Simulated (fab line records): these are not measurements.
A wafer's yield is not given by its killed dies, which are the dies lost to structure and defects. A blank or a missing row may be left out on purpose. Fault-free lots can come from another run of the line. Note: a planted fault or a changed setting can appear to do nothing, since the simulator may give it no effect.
Code-filled problem report in 8D (eight disciplines) form	flow n5-finfet	the parts of the form that need people (team, actions taken, sign-off) are left out
Where a reading is given only as a bound, like >300, the bound stands for it, and a mean or a difference that rests on one is marked > or <: the true number lies beyond.

## 1. WHAT IS WRONG
raw-defect-count at N5_HKMG_FIN_INSPECT_61 reads a mean of >300 on 1 wafer of 1 lot; wafers without a fault read 2.0 with a standard deviation of 1.4. That is +99 or more standard deviations from the usual mean.
The step: inspects for defects (macro).
First observed at day 5 01:37: wafer L367.2, on defect-inspect-01. At this step, 27 wafers from 9 lots have a number in the record. The rule behind "out" and "out of limits": a value lying over 4 standard deviations away from the usual mean. The other wafers with a number count as sound.

## 2. WHAT THIS IS AND IS NOT
question	is	is not
which readings at this step	raw-defect-count	-
which lots	L367	L364, L365, L371, L378, L379, L382, L383, L384
which wafers of those lots	L367.2	L367.4, L367.5
read on which gauges	defect-inspect-01	defect-inspect-02
when	from day 5 01:37	up to then (8 sound wafers); but 18 sound wafers of L371, L378, L379, L382, L383, L384 came after

## 3. SUSPECTS, AND WHAT RULES EACH OUT
Counting: any tool at a process step up to the reading remains a suspect provided it ran every lot that is out. Sound lots after the first of them don't rule it out here, since some wafers of a struck lot are sound.
- the gauge at N5_HKMG_FIN_INSPECT_61: ruled out. All the wafers that are out were read on defect-inspect-01, but those of them that N5_PASSIVATION_PROBE_49 has rows for are out there too, on other tools.
- ald-hk-02 at N5_HKMG_FIN_ALD_74 (deposits La2O3, target thk 0.5 nm, pulse time 6 s, co reactant pulse time 1 s): kept. L367, the lot that is out, went through it at day 5 01:01; up to then, the latest sound lot through it was L365 at day 4 19:25.
- ald-hk-02, N5_HKMG_FIN_ALD_74: wafers that are out in chamber 3, sound lot-mates in chambers 0, 1.
The count leaves ald-hk-02 at N5_HKMG_FIN_ALD_74.

## 4. THE CAUSE (what the simulator had put in)
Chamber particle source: ald-hk-02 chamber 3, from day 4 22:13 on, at N5_HKMG_FIN_ALD_74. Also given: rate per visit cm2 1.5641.
Only this tool survived the counting.

## 5. SEQUENCE OF EFFECTS, ordered by route
Each row: a reading whose mean over the struck wafers that have a number lies more than 3 standard deviations from the usual. Only readings for which the record gives a usual standard deviation are gone through. hours: the time from each lot's start at the first step in this table that gives one to its start at this step, as a median over the lots. sigmas: the change in usual standard deviations.
hours	step	reading	usual	on struck wafers	change	sigmas
0	N5_HKMG_FIN_INSPECT_61	raw-defect-count	2.0	>300	>+298	+99 or more
209	N5_PASSIVATION_PROBE_49	defect-limited-yield	91.4 %	81.3	-10.1	-6.7
209	N5_PASSIVATION_PROBE_49	killed-at-front-end	37	145	+108	+9.8
209	N5_PASSIVATION_PROBE_49	killed-dies	101	221	+120	+6.7
209	N5_PASSIVATION_PROBE_49	sort_bin_5_function	5.0 %	12.1	+7.1	+7.3
209	N5_PASSIVATION_PROBE_49	sort-n-pass	1079	959	-120	-6.7
209	N5_PASSIVATION_PROBE_49	sort-yield-pct	91.4 %	81.3	-10.1	-6.7
It contains these process steps:
- N5_PASSIVATION_PROBE_49
Later measuring or inspecting steps at which every struck wafer that the step has a row for has a number for every such reading, and none has moved that far: N5_BEOL_M4_RC_MEAS_101.

## 6. WHAT WOULD HAVE CAUGHT IT SOONER
In this record the first reading out of limits at a measuring or inspecting step was taken at day 5 01:37, 3 hours after the fault began at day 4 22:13.
An alarm limit of 4 standard deviations would not have fired on the tool readings at N5_HKMG_FIN_ALD_74 for which the record gives a usual standard deviation, since none of them was out on any struck wafer.
All the lots that are out (1) had begun N5_HKMG_FIN_ALD_74 on ald-hk-02 by day 5 01:37. None of them would have been spared by holding the tool at that moment.
